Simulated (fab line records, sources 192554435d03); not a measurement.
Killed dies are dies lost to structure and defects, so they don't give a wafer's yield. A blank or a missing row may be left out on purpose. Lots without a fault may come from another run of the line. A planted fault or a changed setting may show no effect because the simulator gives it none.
Which tool did it? | flow n5_finfet | 24 lots, 72 wafers sampled, at 6 steps of a route of 1938

WHAT THE GAUGES READ, wafer by wafer
N5_BEOL_M12_INSPECT_30: inspects for defects (macro).
lot  | measured     | on                | raw_defect_count
L074 | day 13 23:04 | defect_inspect-02 | 5 2 4
L077 | day 14 14:14 | defect_inspect-01 | 1 2 2
L075 | day 14 20:38 | defect_inspect-02 | 1 1 1
L076 | day 15 00:21 | defect_inspect-02 | 2 2 1
L078 | day 15 08:42 | defect_inspect-02 | 1 3 3
L080 | day 15 20:35 | defect_inspect-02 | 0 2 1
L082 | day 16 00:44 | defect_inspect-01 | 3 0 1
L079 | day 16 06:01 | defect_inspect-01 | 2 3 3
L086 | day 17 04:11 | defect_inspect-01 | 2 3 1
L081 | day 17 09:38 | defect_inspect-02 | 0 3 3
L083 | day 17 12:17 | defect_inspect-02 | 2 0 2
L084 | day 17 14:49 | defect_inspect-01 | 0 1 0
L090 | day 18 00:01 | defect_inspect-02 | 3 3 2
L085 | day 18 00:13 | defect_inspect-01 | 0 1 3
L089 | day 18 12:59 | defect_inspect-02 | 1 5 2
L087 | day 18 19:47 | defect_inspect-01 | 3 6 2
L088 | day 18 20:10 | defect_inspect-02 | 2 2 3
L091 | day 18 23:11 | defect_inspect-02 | 2 1 6
L096 | day 19 05:07 | defect_inspect-01 | 1 2 2
L092 | day 19 05:44 | defect_inspect-02 | 0 5 4
L094 | day 19 06:38 | defect_inspect-01 | 1 2 2
L093 | day 20 00:05 | defect_inspect-01 | 1 3 3
L095 | day 20 01:17 | defect_inspect-01 | 0 0 2
L097 | day 20 08:34 | defect_inspect-01 | 2 2 4

N5_BEOL_M12_OCD_MEAS_35.
lot  | measured     | on     | trench_depth_nm (nm)
L074 | day 13 23:37 | ocd-01 | 306 309 307
L077 | day 14 15:07 | ocd-01 | 309 305 310
L075 | day 14 21:15 | ocd-01 | 326 323 322
L076 | day 15 00:55 | ocd-01 | 314 326 313
L078 | day 15 09:25 | ocd-02 | 324 314 317
L080 | day 15 21:10 | ocd-01 | 318 323 315
L082 | day 16 01:17 | ocd-02 | 324 312 323
L079 | day 16 06:34 | ocd-02 | 313 318 318
L086 | day 17 04:44 | ocd-02 | 320 321 326
L081 | day 17 10:11 | ocd-01 | 328 306 312
L083 | day 17 13:08 | ocd-02 | 320 321 323
L084 | day 17 15:23 | ocd-01 | 321 318 325
L090 | day 18 00:35 | ocd-01 | 322 313 322
L085 | day 18 00:46 | ocd-02 | 325 306 330
L089 | day 18 13:33 | ocd-02 | 319 325 315
L087 | day 18 20:25 | ocd-01 | 329 312 314
L088 | day 18 20:58 | ocd-02 | 304 326 309
L091 | day 18 23:44 | ocd-02 | 322 309 313
L096 | day 19 05:48 | ocd-01 | 308 325 314
L092 | day 19 06:19 | ocd-02 | 327 317 317
L094 | day 19 07:13 | ocd-02 | 324 313 305
L093 | day 20 00:38 | ocd-01 | 306 324 308
L095 | day 20 01:50 | ocd-01 | 317 325 317
L097 | day 20 09:29 | ocd-02 | 315 327 319

N5_BEOL_M13_THK_MEAS_50: measures by xrf.
lot  | measured     | on            | M13_THK (nm)
L074 | day 14 13:59 | film_metro-01 | 419 415 413
L077 | day 15 03:28 | film_metro-02 | 438 426 437
L075 | day 15 06:23 | film_metro-02 | 417 431 420
L076 | day 15 11:49 | film_metro-01 | 413 436 426
L078 | day 15 18:55 | film_metro-01 | 417 417 403
L080 | day 16 03:10 | film_metro-01 | 403 419 402
L082 | day 16 15:35 | film_metro-02 | 415 439 438
L079 | day 16 21:59 | film_metro-02 | 417 435 418
L086 | day 17 13:32 | film_metro-01 | 421 407 420
L081 | day 17 18:27 | film_metro-01 | 422 424 425
L083 | day 17 23:40 | film_metro-01 | 425 399 418
L084 | day 17 23:55 | film_metro-01 | 424 425 425
L090 | day 18 11:48 | film_metro-01 | 404 416 402
L085 | day 18 12:03 | film_metro-01 | 430 417 418
L089 | day 19 04:17 | film_metro-02 | 436 409 417
L087 | day 19 05:58 | film_metro-02 | 428 432 426
L088 | day 19 06:32 | film_metro-01 | 416 411 397
L091 | day 19 11:58 | film_metro-01 | 422 421 400
L096 | day 19 20:35 | film_metro-02 | 421 434 427
L092 | day 20 00:52 | film_metro-01 | 423 399 398
L094 | day 20 02:50 | film_metro-01 | 402 421 421
L093 | day 20 08:25 | film_metro-02 | 427 415 439
L095 | day 20 08:43 | film_metro-02 | 428 430 429
L097 | day 20 19:22 | film_metro-02 | 418 415 423

WHICH TOOL RAN EACH LOT (tool, then ch and the chambers of the sampled wafers, then the start)
lot  | N5_BEOL_M12_ILD_DEP_00          | N5_BEOL_M12_ETCH_59                | N5_BEOL_M13_VIA_ETCH_16
L074 | pecvd-04 ch 0,1, day 13 21:31   | rie_diel-03 ch 1,2,3, day 13 22:13 | rie_diel-02 ch 1,2,3, day 14 04:01
L077 | pecvd-04 ch 1,2, day 14 12:34   | rie_diel-01 ch 0,1,3, day 14 13:15 | rie_diel-06 ch 2,3, day 14 20:47
L075 | pecvd-01 ch 0,1,2, day 14 18:59 | rie_diel-01 ch 0,1,2, day 14 19:40 | rie_diel-05 ch 0,1,3, day 15 01:38
L076 | pecvd-02 ch 1,2, day 14 22:50   | rie_diel-01 ch 2,3, day 14 23:31   | rie_diel-06 ch 0,1,2, day 15 06:47
L078 | pecvd-02 ch 0,2, day 15 07:03   | rie_diel-01 ch 0,1, day 15 07:37   | rie_diel-06 ch 0,1,3, day 15 13:43
L080 | pecvd-04 ch 0,2, day 15 19:01   | rie_diel-04 ch 0,2, day 15 19:44   | rie_diel-06 ch 0,1,3, day 16 00:00
L082 | pecvd-02 ch 0,1,2, day 15 23:19 | rie_diel-01 ch 0,3, day 15 23:52   | rie_diel-02 ch 1,3, day 16 03:40
L079 | pecvd-01 ch 0,1,2, day 16 04:40 | rie_diel-03 ch 1,2,3, day 16 05:10 | rie_diel-02 ch 2,3, day 16 16:15
L086 | pecvd-04 ch 0,1,2, day 17 02:39 | rie_diel-01 ch 1,2,3, day 17 03:20 | rie_diel-06 ch 1,2,3, day 17 07:48
L081 | pecvd-01 ch 0,1,2, day 17 07:59 | rie_diel-03 ch 0,1, day 17 08:40   | rie_diel-06 ch 0,1,2, day 17 14:09
L083 | pecvd-01 ch 0,1, day 17 10:31   | rie_diel-01 ch 1,2, day 17 11:27   | rie_diel-06 ch 1,2, day 17 19:07
L084 | pecvd-04 ch 1,2, day 17 13:11   | rie_diel-03 ch 0,1,3, day 17 13:52 | rie_diel-05 ch 0,2,3, day 17 19:35
L090 | pecvd-01 ch 1,2, day 17 22:28   | rie_diel-01 ch 0,1,2, day 17 23:04 | rie_diel-02 ch 0,1,3, day 18 04:43
L085 | pecvd-01 ch 1,2, day 17 22:49   | rie_diel-01 ch 0,1,2, day 17 23:22 | rie_diel-06 ch 2,3, day 18 05:30
L089 | pecvd-01 ch 0,1, day 18 11:28   | rie_diel-03 ch 0,3, day 18 12:01   | rie_diel-05 ch 0,1,3, day 18 20:37
L087 | pecvd-04 ch 0,2, day 18 18:02   | rie_diel-01 ch 0,1,3, day 18 18:56 | rie_diel-02 ch 1,2,3, day 18 23:38
L088 | pecvd-04 ch 0,1, day 18 18:46   | rie_diel-01 ch 0,1,3, day 18 19:19 | rie_diel-05 ch 0,3, day 19 00:06
L091 | pecvd-01 ch 0,1,2, day 18 21:29 | rie_diel-03 ch 0,1,2, day 18 22:13 | rie_diel-05 ch 1,2,3, day 19 04:27
L096 | pecvd-01 ch 0,1, day 19 03:40   | rie_diel-03 ch 1,2, day 19 04:16   | rie_diel-02 ch 0,2, day 19 15:12
L092 | pecvd-04 ch 0,2, day 19 04:11   | rie_diel-01 ch 0,1,3, day 19 04:45 | rie_diel-06 ch 0,2,3, day 19 19:17
L094 | pecvd-04 ch 0,2, day 19 05:05   | rie_diel-03 ch 1,2,3, day 19 05:48 | rie_diel-06 ch 1,2,3, day 19 19:50
L093 | pecvd-02 ch 0,1,2, day 19 22:38 | rie_diel-04 ch 1,2, day 19 23:14   | rie_diel-02 ch 1,2, day 20 04:29
L095 | pecvd-04 ch 0,1, day 19 23:46   | rie_diel-01 ch 2,3, day 20 00:20   | rie_diel-05 ch 1,2,3, day 20 04:53
L097 | pecvd-02 ch 0,1,2, day 20 07:13 | rie_diel-04 ch 0,1, day 20 07:43   | rie_diel-02 ch 0,2,3, day 20 11:58
- N5_BEOL_M12_ILD_DEP_00: deposits SiOC from DEMS/O2, target thk 658.92 nm, time 130.7 s.
- N5_BEOL_M12_ETCH_59: etches BARC in N2/H2, target depth 89 nm, overetch 26.7 nm, time 67.9 s.
- N5_BEOL_M13_VIA_ETCH_16: etches SiOC in C4F8/O2/Ar, target depth 921.7 nm.

WHAT THE TOOLS THEMSELVES READ (means of the sampled wafers that have a number; where no wafer has one, the mark that the record gives instead)
N5_BEOL_M12_ILD_DEP_00.
lot  | tool     | heater_power_w (W) | showerhead_plenum_p_Torr (Torr) | susceptor_temp_C (C) | throttle_valve_pct (%)
L074 | pecvd-04 | 506                | 5.707                           | 349.94               | 13.4
L077 | pecvd-04 | 483                | 5.691                           | 349.89               | 12.8
L075 | pecvd-01 | 481                | 5.696                           | 350.22               | 11.8
L076 | pecvd-02 | 527                | 5.693                           | 350.18               | 12.0
L078 | pecvd-02 | 547                | 5.692                           | 349.85               | 11.4
L080 | pecvd-04 | 479                | 5.692                           | 349.80               | 12.4
L082 | pecvd-02 | 491                | 5.687                           | 350.08               | 11.8
L079 | pecvd-01 | 454                | 5.693                           | 349.88               | 11.7
L086 | pecvd-04 | 515                | 5.691                           | 349.95               | 12.7
L081 | pecvd-01 | 452                | 5.695                           | 350.10               | 11.8
L083 | pecvd-01 | 460                | 5.702                           | 350.04               | 11.7
L084 | pecvd-04 | 535                | 5.686                           | 349.86               | 12.0
L090 | pecvd-01 | 482                | 5.697                           | 349.97               | 11.5
L085 | pecvd-01 | 495                | 5.698                           | 349.82               | 11.4
L089 | pecvd-01 | 458                | 5.701                           | 350.00               | 11.7
L087 | pecvd-04 | 524                | 5.697                           | 349.93               | 12.7
L088 | pecvd-04 | 523                | 5.695                           | 350.10               | 13.2
L091 | pecvd-01 | 475                | 5.691                           | 349.93               | 11.8
L096 | pecvd-01 | 481                | 5.690                           | 350.35               | 12.3
L092 | pecvd-04 | 553                | 5.693                           | 350.00               | 12.6
L094 | pecvd-04 | 566                | 5.687                           | 350.19               | 11.9
L093 | pecvd-02 | 468                | 5.690                           | 350.11               | 11.4
L095 | pecvd-04 | 538                | 5.690                           | 349.96               | 13.7
L097 | pecvd-02 | 484                | 5.686                           | 349.82               | 11.4

N5_BEOL_M12_ETCH_59.
lot  | tool        | drypump_motor_current_A (A) | oes_product_au (a.u.) | rf_vpp_V (V) | showerhead_plenum_p_Torr (Torr) | throttle_valve_pct (%)
L074 | rie_diel-03 | 5.81                        | 0.64                  | 522.3        | 2.48                            | 17.9
L077 | rie_diel-01 | 5.72                        | 0.70                  | 523.9        | 2.53                            | 17.8
L075 | rie_diel-01 | 5.63                        | 0.65                  | 523.5        | 2.54                            | 18.1
L076 | rie_diel-01 | 5.72                        | 0.66                  | 523.4        | 2.51                            | 18.2
L078 | rie_diel-01 | 5.61                        | 0.66                  | 524.7        | 2.58                            | 18.0
L080 | rie_diel-04 | 5.59                        | 0.75                  | 523.6        | 2.56                            | 17.8
L082 | rie_diel-01 | 5.81                        | 0.71                  | 521.2        | 2.47                            | 17.7
L079 | rie_diel-03 | 5.80                        | 0.62                  | 522.2        | 2.47                            | 17.9
L086 | rie_diel-01 | 5.69                        | 0.66                  | 523.6        | 2.55                            | 18.1
L081 | rie_diel-03 | 5.69                        | 0.67                  | 520.7        | 2.43                            | 17.9
L083 | rie_diel-01 | 5.61                        | 0.62                  | 523.5        | 2.56                            | 18.4
L084 | rie_diel-03 | 5.66                        | 0.67                  | 521.4        | 2.42                            | 17.7
L090 | rie_diel-01 | 5.66                        | 0.63                  | 523.5        | 2.53                            | 18.2
L085 | rie_diel-01 | 5.65                        | 0.63                  | 524.0        | 2.53                            | 18.2
L089 | rie_diel-03 | 5.61                        | 0.66                  | 521.8        | 2.41                            | 17.7
L087 | rie_diel-01 | 5.72                        | 0.67                  | 523.0        | 2.51                            | 17.9
L088 | rie_diel-01 | 5.72                        | 0.66                  | 522.8        | 2.51                            | 17.9
L091 | rie_diel-03 | 5.76                        | 0.72                  | 522.8        | 2.49                            | 17.7
L096 | rie_diel-03 | 5.85                        | 0.68                  | 521.4        | 2.47                            | 18.0
L092 | rie_diel-01 | 5.73                        | 0.66                  | 522.5        | 2.51                            | 17.9
L094 | rie_diel-03 | 5.80                        | 0.68                  | 520.8        | 2.46                            | 17.9
L093 | rie_diel-04 | 5.59                        | 0.71                  | 522.9        | 2.55                            | 17.9
L095 | rie_diel-01 | 5.73                        | 0.79                  | 522.7        | 2.50                            | 18.0
L097 | rie_diel-04 | 5.88                        | 0.69                  | 521.4        | 2.46                            | 17.9

N5_BEOL_M13_VIA_ETCH_16.
lot  | tool        | drypump_motor_current_A (A) | mfc_ar_sccm (sccm) | oes_product_au (a.u.) | rf_vpp_V (V) | showerhead_plenum_p_Torr (Torr) | throttle_valve_pct (%)
L074 | rie_diel-02 | 5.7                         | 399.5              | 0.68                  | 666          | 3.44                            | 24.18
L077 | rie_diel-06 | 5.9                         | 400.4              | 0.83                  | 665          | 3.46                            | 24.14
L075 | rie_diel-05 | 5.5                         | 400.4              | 0.63                  | 662          | 3.33                            | 24.27
L076 | rie_diel-06 | 5.6                         | 399.2              | 0.75                  | 667          | 3.44                            | 24.03
L078 | rie_diel-06 | 5.8                         | 399.9              | 0.71                  | 667          | 3.47                            | 24.16
L080 | rie_diel-06 | 5.8                         | 400.1              | 0.71                  | 668          | 3.47                            | 24.16
L082 | rie_diel-02 | 6.2                         | 398.9              | 0.69                  | 667          | 3.46                            | 24.19
L079 | rie_diel-02 | 5.5                         | 400.0              | 0.74                  | 664          | 3.33                            | 24.24
L086 | rie_diel-06 | 5.7                         | 400.9              | 0.77                  | 666          | 3.46                            | 23.99
L081 | rie_diel-06 | 5.6                         | 399.9              | 0.73                  | 665          | 3.43                            | 24.04
L083 | rie_diel-06 | 5.5                         | 398.5              | 0.73                  | 667          | 3.47                            | 23.84
L084 | rie_diel-05 | 5.6                         | 400.4              | 0.62                  | 663          | 3.34                            | 24.23
L090 | rie_diel-02 | 5.6                         | 400.0              | 0.72                  | 667          | 3.46                            | 24.30
L085 | rie_diel-06 | 5.8                         | 400.1              | 0.78                  | 665          | 3.44                            | 24.16
L089 | rie_diel-05 | 5.5                         | 399.9              | 0.68                  | 663          | 3.32                            | 24.20
L087 | rie_diel-02 | 5.7                         | 400.4              | 0.73                  | 666          | 3.42                            | 24.15
L088 | rie_diel-05 | 5.5                         | 399.2              | 0.61                  | 660          | 3.23                            | 24.18
L091 | rie_diel-05 | 5.8                         | 399.3              | 0.69                  | 666          | 3.43                            | 24.19
L096 | rie_diel-02 | 4.9                         | 400.3              | 0.78                  | 668          | 3.49                            | 24.04
L092 | rie_diel-06 | 5.8                         | 400.5              | 0.74                  | 665          | 3.40                            | 24.23
L094 | rie_diel-06 | 5.7                         | 399.3              | 0.74                  | 666          | 3.44                            | 24.02
L093 | rie_diel-02 | 5.5                         | 399.1              | 0.74                  | 668          | 3.48                            | 23.96
L095 | rie_diel-05 | 5.8                         | 400.2              | 0.68                  | 665          | 3.42                            | 24.20
L097 | rie_diel-02 | 5.2                         | 399.7              | 0.74                  | 666          | 3.42                            | 24.25

THE ANSWER, worked out from the rows above alone
Rule: what is usual is taken from the lots themselves. Put in order of their means at a reading, lots are off if they are a third of the lots or fewer, leave a main group of 4 or more, and stand apart from it by a gap of 3 or more times the standard deviation of the main group's means; of several such gaps the widest counts. A main group whose means are all the same, to the digits that the tables above print for the reading, isn't used. A lot without any number at a reading at which 4 lots or more have one is off too. The other lots that the step has rows for count as sound. The gauges are gone through in route order, then the tools' own readings, and for those a lot's mean is taken as printed above. The first step at which some lot is off is used, and at that step the reading that is off furthest; a lot without a number counts as furthest.
No lot is off at any reading shown: from this, nothing can be told.

WHAT THE SIMULATOR HAD PUT IN
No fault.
